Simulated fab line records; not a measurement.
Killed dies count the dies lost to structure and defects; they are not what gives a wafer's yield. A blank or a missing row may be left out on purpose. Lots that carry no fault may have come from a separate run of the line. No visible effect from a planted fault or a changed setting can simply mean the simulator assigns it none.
fab line records | flow n5Finfet | part 2 of 2: steps 5 to 6 of 6
[record] lots = 23 wafers = 69 lastDay = 20
route steps=1938 shown BEOL_M11@1536 BEOL_M12@1616
lots that met no fault: from a run of the same line without faults
startH: hours from the record's first day to the start of the lot's first wafer shown | waitH: time in hours since the lot's previous step | " as in the row above | L1.1+2: one row covering several wafers at once | - no value, or no start given | * or withheld: withheld | < > ~ a bound
route shown NAME@n: names a module that has steps shown in the file, with the first one's number in the route | usual: the fault-free wafers' mean and standard deviation | same: alike in all rows | chamber/n: place in a boat | sites: each site's reading | _std_site: standard deviation across them | _edge_site: outer sites' mean less inner sites' | radiusMm: how far each site lies from the wafer's centre | mask NAME#n: copy n | behind: the most recent tool/chamber to have shaped the wafer | hold: what put the lot on hold/how long, in hours/how the hold closed | device: the transistor (n, p or np) that didn't switch | end of line: at the end of the route, the tests of the same wafers | a step given without rows: its recipe and nothing more | killed: dies that structure and defects cost at the first sort, which is not the same as the wafer's yield | map: a wafer's dies, marking killed ones x, the rest . and places with no die _
set.NAME: the setting as run; set.NAME@STEP: as run at that earlier step | model.NAME: the simulator's own value behind a step, which no gauge read
one table for each step of the route and one row for each wafer, over a sample of lots
services: from which hour (startH, from the record's first day; less than 0 if before it) a tool's chamber was out of use, for how many hours, and why
[[steps]]
[step N5_BEOL_M11_INSPECT_58]
[recipe] inspectInstrument = darkfield mode = postDep
[usual] rawDefectCount = 68/20
// columns lot.wafer tool chamber startH waitH rawDefectCount
L075.1 defectInspect-02 - 274.27 0.0 91
L075.5 " - " " 61
L075.6 " - " " 57
L074.1 defectInspect-01 - 303.41 0.0 79
L074.3 " - " " 71
L074.5 " - " " 117
L076.1 defectInspect-01 - 306.96 0.0 79
L076.3 " - " " 67
L076.4 " - " " 64
L077.2 defectInspect-02 - 315.70 0.0 73
L077.5 " - " " 130
L077.6 " - " " 75
L078.2 defectInspect-02 - 318.53 0.0 61
L078.3 " - " " 74
L078.6 " - " " 54
L083.1 defectInspect-01 - 327.70 0.0 68
L083.4 " - " " 44
L083.5 " - " " 40
L079.1 defectInspect-02 - 340.13 0.0 57
L079.5 " - " " 69
L079.6 " - " " 95
L081.4 defectInspect-02 - 345.25 0.0 53
L081.5 " - " " 102
L081.6 " - " " 68
L084.1 defectInspect-02 - 352.99 0.0 67
L084.3 " - " " 63
L084.5 " - " " 74
L082.2 defectInspect-02 - 359.08 0.0 100
L082.3 " - " " 84
L082.6 " - " " 57
L085.4 defectInspect-01 - 359.47 0.0 76
L085.5 " - " " 61
L085.6 " - " " 63
L080.1 defectInspect-02 - 369.56 0.0 55
L080.4 " - " " 42
L080.6 " - " " 38
L090.1 defectInspect-02 - 386.35 0.0 39
L090.4 " - " " 54
L090.6 " - " " 58
L088.3 defectInspect-01 - 387.51 0.0 68
L088.5 " - " " 58
L088.6 " - " " 86
L086.3 defectInspect-01 - 388.10 0.0 143
L086.4 " - " " 101
L086.5 " - " " 86
L089.2 defectInspect-02 - 389.10 0.0 66
L089.3 " - " " 99
L089.5 " - " " 48
L093.1 defectInspect-01 - 391.82 0.0 67
L093.2 " - " " 97
L093.4 " - " " 97
L092.3 defectInspect-02 - 393.28 0.0 76
L092.5 " - " " 45
L092.6 " - " " 78
L091.1 defectInspect-02 - 409.00 0.0 69
L091.2 " - " " 73
L091.6 " - " " 33
L094.2 defectInspect-01 - 413.50 0.0 58
L094.3 " - " " 67
L094.6 " - " " 51
L095.2 defectInspect-02 - 428.62 0.0 67
L095.5 " - " " 46
L095.6 " - " " 76
L097.2 defectInspect-02 - 429.13 0.0 81
L097.3 " - " " 61
L097.5 " - " " 91
L096.1 defectInspect-02 - 438.75 0.0 83
L096.2 " - " " 84
L096.4 " - " " 45
[step N5_BEOL_M12_ETCH_59]
[recipe] chemistry = N2/H2 target = BARC targetDepthA = 890 overetchA = 267 timeS = 67.9 ionEnergyEv = 200 pressureMtorr = 30 sourceW = 840 biasW = 150 n2FlowSccm = 200 h2FlowSccm = 200
[usual] drypumpMotorCurrentA = 5.7/0.55 oesProductAu = 0.70/0.077 rfVppV = 524.6/2.5 showerheadPlenumPTorr = 2.57/0.088 throttleValvePct = 17.85/0.24
// columns lot.wafer tool chamber startH waitH drypumpMotorCurrentA oesProductAu rfHoursCounterH rfVppV showerheadPlenumPTorr throttleValvePct
L075.1 rieDiel-03 2 275.09 0.0 6.5 0.82 3 525.5 2.60 17.61
L075.5 " 1 " " 4.8 0.70 - 528.4 2.68 17.86
L075.6 " 0 " " 5.2 0.61 - 523.8 2.52 17.61
L074.1 rieDiel-03 2 304.01 0.0 6.5 0.80 13 523.7 2.60 17.62
L074.3 " 3 " " 6.3 0.60 225 523.4 2.52 17.77
L074.5 " 0 " " 5.2 0.60 - 523.4 2.51 17.62
L076.1 rieDiel-03 3 307.55 0.0 6.3 0.60 226 524.3 2.52 17.77
L076.3 " 0 " " 5.2 0.59 222 523.4 2.51 17.63
L076.4 " 2 " " 6.5 0.79 14 524.2 2.60 17.63
L077.2 rieDiel-04 1 316.48 0.0 6.2 0.64 158 524.4 2.53 18.29
L077.5 " 1 " " 6.2 0.64 - 523.8 2.53 18.31
L077.6 " 0 " " 5.8 0.58 - 519.4 2.40 18.22
L078.2 rieDiel-01 2 319.25 0.0 5.2 0.69 109 523.9 2.56 18.15
L078.3 " 3 " " 5.8 0.59 245 523.3 2.50 18.09
L078.6 " 3 " " 5.8 0.59 - 523.2 2.50 18.11
L083.1 rieDiel-04 0 328.29 0.0 5.8 0.57 252 519.8 2.40 18.23
L083.4 " 1 " " 6.2 0.64 - 522.5 2.53 18.30
L083.5 " 2 " " 5.3 0.81 - 527.9 2.72 17.79
L079.1 rieDiel-03 2 340.85 0.0 6.5 0.77 25 524.6 2.59 17.64
L079.5 " 2 " " 6.5 0.77 - 524.5 2.59 17.64
L079.6 " 1 " " 4.9 0.69 - 527.8 2.67 17.90
L081.4 rieDiel-03 0 345.97 0.0 5.2 0.59 232 523.1 2.51 17.63
L081.5 " 2 " " 6.5 0.77 - 525.5 2.59 17.65
L081.6 " 1 " " 4.9 0.69 - 527.4 2.67 17.90
L084.1 rieDiel-04 2 354.02 0.0 5.3 0.79 25 527.3 2.71 17.80
L084.3 " 0 " " 5.7 0.83 1 528.4 2.72 17.80
L084.5 " 3 " " 6.0 0.81 - 525.9 2.60 17.52
L082.2 rieDiel-03 0 359.72 0.0 5.2 0.59 237 522.3 2.51 17.65
L082.3 " 2 " " 6.5 0.76 33 525.4 2.59 17.65
L082.6 " 0 " " 5.2 0.59 - 523.2 2.51 17.64
L085.4 rieDiel-01 0 360.06 0.0 6.0 0.69 82 521.4 2.47 17.87
L085.5 " 0 " " 6.0 0.69 - 522.7 2.47 17.87
L085.6 " 3 " " 5.8 0.86 - 523.1 2.50 17.72
L080.1 rieDiel-04 3 370.21 0.0 6.0 0.78 15 526.7 2.60 17.53
L080.4 " 0 " " 5.8 0.80 8 528.1 2.72 17.80
L080.6 " 3 " " 6.0 0.78 - 527.0 2.60 17.53
L090.1 rieDiel-01 3 387.07 0.0 5.8 0.81 12 523.7 2.49 17.75
L090.4 " 3 " " 5.8 0.82 - 523.0 2.49 17.75
L090.6 " 1 " " 6.6 0.72 - 522.4 2.47 17.50
L088.3 rieDiel-01 0 388.37 0.0 6.0 0.68 90 522.6 2.46 17.91
L088.5 " 0 " " 6.0 0.68 - 521.3 2.46 17.89
L088.6 " 3 " " 5.7 0.81 - 521.8 2.49 17.76
L086.3 rieDiel-03 0 388.82 0.0 5.2 0.58 246 522.5 2.50 17.66
L086.4 " 1 " " 4.9 0.67 - 526.8 2.66 17.92
L086.5 " 2 " " 6.5 0.74 - 528.3 2.58 17.68
L089.2 rieDiel-01 3 389.87 0.0 5.8 0.82 13 522.3 2.49 17.74
L089.3 " 0 " " 6.0 0.68 90 521.9 2.46 17.90
L089.5 " 2 " " 5.2 0.67 - 522.8 2.55 18.22
L093.1 rieDiel-03 1 392.41 0.0 4.9 0.67 129 527.2 2.66 17.91
L093.2 " 0 " " 5.2 0.58 248 522.4 2.50 17.68
L093.4 " 1 " " 4.9 0.68 - 528.1 2.66 17.92
L092.3 rieDiel-03 0 394.05 0.0 5.2 0.58 249 523.5 2.50 17.68
L092.5 " 1 " " 4.9 0.67 - 528.3 2.66 17.93
L092.6 " 0 " " 5.2 0.58 - 521.6 2.50 17.67
L091.1 rieDiel-04 1 409.60 0.0 6.2 0.61 196 522.5 2.52 18.35
L091.2 " 3 " " 6.0 0.75 29 524.0 2.59 17.55
L091.6 " 1 " " 6.2 0.62 - 523.5 2.52 18.34
L094.2 rieDiel-01 3 414.22 0.0 5.8 0.79 23 520.7 2.49 17.76
L094.3 " 0 " " 6.0 0.67 100 522.2 2.46 17.90
L094.6 " 2 " " 5.2 0.65 - 524.6 2.54 18.20
L095.2 rieDiel-04 0 429.38 0.0 5.8 0.76 32 529.0 2.71 17.86
L095.5 " 1 " " 6.2 0.61 - 523.4 2.52 18.35
L095.6 " 0 " " 5.8 0.75 - 527.2 2.71 17.86
L097.2 rieDiel-04 1 430.24 0.0 6.2 0.61 203 523.6 2.52 18.35
L097.3 " 0 " " 5.8 0.75 33 528.6 2.71 17.86
L097.5 " 3 " " 6.1 0.74 - 524.9 2.59 17.57
L096.1 rieDiel-01 3 439.38 0.0 5.7 0.78 33 522.3 2.48 17.78
L096.2 " 1 " " 6.5 0.70 86 521.7 2.46 17.55
L096.4 " 0 " " 6.0 0.66 109 521.6 2.46 17.92
[[services]]
// columns tool chamber startH hours kind
rieDiel-02 3 245.31 7.2 repair
pecvd-02 1 245.88 19.7 repair
rieDiel-04 0 276.34 24.4 repair
pecvd-03 1 277.89 12.2 repair
rieDiel-02 1 304.26 7.9 repair
rieDiel-06 2 306.74 - clean
rieDiel-06 2 306.74 - consumableReplace:focusRing
rieDiel-06 2 306.74 - consumableReplace:showerhead
rieDiel-06 2 306.74 12.8 scheduledDown
rieDiel-06 2 306.74 12.8 ventCycle
rieDiel-06 3 318.44 5.6 repair
rieDiel-01 0 320.42 4.8 repair
rieDiel-06 3 324.08 - clean
rieDiel-06 3 324.08 - consumableReplace:focusRing
rieDiel-06 3 324.08 20.3 scheduledDown
rieDiel-06 3 324.08 20.3 ventCycle
rieDiel-01 - 351.87 2.8 pm
pecvd-03 1 354.75 3.0 repair
rieDiel-02 - 356.59 0.6 repair
rieDiel-02 1 381.87 25.8 repair
rieDiel-05 - 387.54 2.8 pm
rieDiel-06 0 388.10 - clean
rieDiel-02 1 430.99 5.1 repair
rieDiel-06 3 437.41 5.5 repair
